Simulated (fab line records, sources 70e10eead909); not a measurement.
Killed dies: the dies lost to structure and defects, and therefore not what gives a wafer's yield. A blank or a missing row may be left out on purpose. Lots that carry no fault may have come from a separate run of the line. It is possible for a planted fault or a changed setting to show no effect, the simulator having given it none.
Matching of chambers :: flow nand-harc :: NHARC_A_CHANNEL_HOLE_D1_ETCH_44 on rie-diel-10 has 4 sister chambers
The step etches the open film in CF4/O2, target depth 140 nm, overetch 14 nm, time 77 s. 18 wafers are shown with their chamber, then 9 later ones without.

== EACH WAFER AND ITS CHAMBER ==
wafer: L077.3
chamber: 2
drypump-motor-current-A (A): 5.9
rf-vpp-V (V): 199.6
oes-product-au (a.u.): 1.001

wafer: L077.4
chamber: 0
drypump-motor-current-A (A): 6.0
rf-vpp-V (V): 195.2
oes-product-au (a.u.): 1.001

wafer: L077.6
chamber: 2
drypump-motor-current-A (A): 5.8
rf-vpp-V (V): 199.5
oes-product-au (a.u.): 0.999

wafer: L076.2
chamber: 3
drypump-motor-current-A (A): 6.7
rf-vpp-V (V): 197.1
oes-product-au (a.u.): 1.004

wafer: L076.4
chamber: 0
drypump-motor-current-A (A): 6.0
rf-vpp-V (V): 197.1
oes-product-au (a.u.): 0.991

wafer: L076.5
chamber: 0
drypump-motor-current-A (A): 6.0
rf-vpp-V (V): 196.3
oes-product-au (a.u.): 0.993

wafer: L085.1
chamber: 0
drypump-motor-current-A (A): 6.0
rf-vpp-V (V): 197.0
oes-product-au (a.u.): 0.975

wafer: L085.4
chamber: 2
drypump-motor-current-A (A): 5.9
rf-vpp-V (V): 201.0
oes-product-au (a.u.): 0.992

wafer: L085.5
chamber: 3
drypump-motor-current-A (A): 6.6
rf-vpp-V (V): 195.9
oes-product-au (a.u.): 1.007

wafer: L086.1
chamber: 0
drypump-motor-current-A (A): 6.0
rf-vpp-V (V): 195.0
oes-product-au (a.u.): 0.990

wafer: L086.4
chamber: 1
drypump-motor-current-A (A): 5.2
rf-vpp-V (V): 197.3
oes-product-au (a.u.): 1.007

wafer: L086.6
chamber: 2
drypump-motor-current-A (A): 5.9
rf-vpp-V (V): 198.3
oes-product-au (a.u.): 0.994

wafer: L090.1
chamber: 0
drypump-motor-current-A (A): 6.0
rf-vpp-V (V): 196.2
oes-product-au (a.u.): 0.989

wafer: L090.3
chamber: 2
drypump-motor-current-A (A): 5.9
rf-vpp-V (V): 199.8
oes-product-au (a.u.): 0.995

wafer: L090.6
chamber: 1
drypump-motor-current-A (A): 5.2
rf-vpp-V (V): 198.8
oes-product-au (a.u.): 1.005

wafer: L091.1
chamber: 1
drypump-motor-current-A (A): 5.2
rf-vpp-V (V): 200.1
oes-product-au (a.u.): 1.001

wafer: L091.4
chamber: 3
drypump-motor-current-A (A): 6.6
rf-vpp-V (V): 197.5
oes-product-au (a.u.): 1.015

wafer: L091.6
chamber: 1
drypump-motor-current-A (A): 5.2
rf-vpp-V (V): 198.0
oes-product-au (a.u.): 1.003

SIGNATURES, as means of the wafers listed above
reading: drypump-motor-current-A
chamber 0: 6.000
chamber 1: 5.200
chamber 2: 5.880
chamber 3: 6.633
scatter within a chamber: 0.0324

reading: rf-vpp-V
chamber 0: 196.133
chamber 1: 198.550
chamber 2: 199.640
chamber 3: 196.833
scatter within a chamber: 0.974

reading: oes-product-au
chamber 0: 0.98983
chamber 1: 1.00400
chamber 2: 0.99620
chamber 3: 1.00867
scatter within a chamber: 0.00595
Rule: for a wafer and a chamber, the distance is found by dividing, reading by reading, the gap between the wafer's reading and the chamber's mean by the reading's scatter, squaring, summing and taking the root. The wafer belongs to the nearest chamber; if the next one is less than 2 further off, it can't be placed. The scatter is the square root of a quotient: the sum, over the shown wafers, of each reading's squared deviation from its chamber's mean, divided by wafers minus chambers.

== WAFERS WHOSE CHAMBER IS MISSING ==
wafer: L092.1
drypump-motor-current-A (A): 5.3
rf-vpp-V (V): 199.2
oes-product-au (a.u.): 1.000

wafer: L092.3
drypump-motor-current-A (A): 6.6
rf-vpp-V (V): 197.1
oes-product-au (a.u.): 1.016

wafer: L092.4
drypump-motor-current-A (A): 5.9
rf-vpp-V (V): 198.2
oes-product-au (a.u.): 1.004

wafer: L093.1
drypump-motor-current-A (A): 6.6
rf-vpp-V (V): 199.2
oes-product-au (a.u.): 1.001

wafer: L093.2
drypump-motor-current-A (A): 5.3
rf-vpp-V (V): 197.1
oes-product-au (a.u.): 0.999

wafer: L093.6
drypump-motor-current-A (A): 6.0
rf-vpp-V (V): 194.7
oes-product-au (a.u.): 0.990

wafer: L094.1
drypump-motor-current-A (A): 6.6
rf-vpp-V (V): 197.5
oes-product-au (a.u.): 1.009

wafer: L094.4
drypump-motor-current-A (A): 5.9
rf-vpp-V (V): 198.0
oes-product-au (a.u.): 1.001

wafer: L094.6
drypump-motor-current-A (A): 5.2
rf-vpp-V (V): 198.9
oes-product-au (a.u.): 0.995

== EACH ONE'S CHAMBER ==
wafer: L092.1
from the rows above: 1
in truth: 1

wafer: L092.3
from the rows above: 3
in truth: 3

wafer: L092.4
from the rows above: 2
in truth: 2

wafer: L093.1
from the rows above: 3
in truth: 3

wafer: L093.2
from the rows above: 1
in truth: 1

wafer: L093.6
from the rows above: 0
in truth: 0

wafer: L094.1
from the rows above: 3
in truth: 3

wafer: L094.4
from the rows above: 2
in truth: 2

wafer: L094.6
from the rows above: 1
in truth: 1
Placed correctly: 9 of 9. From these rows, 0 cannot be placed. Wrongly placed: 0.
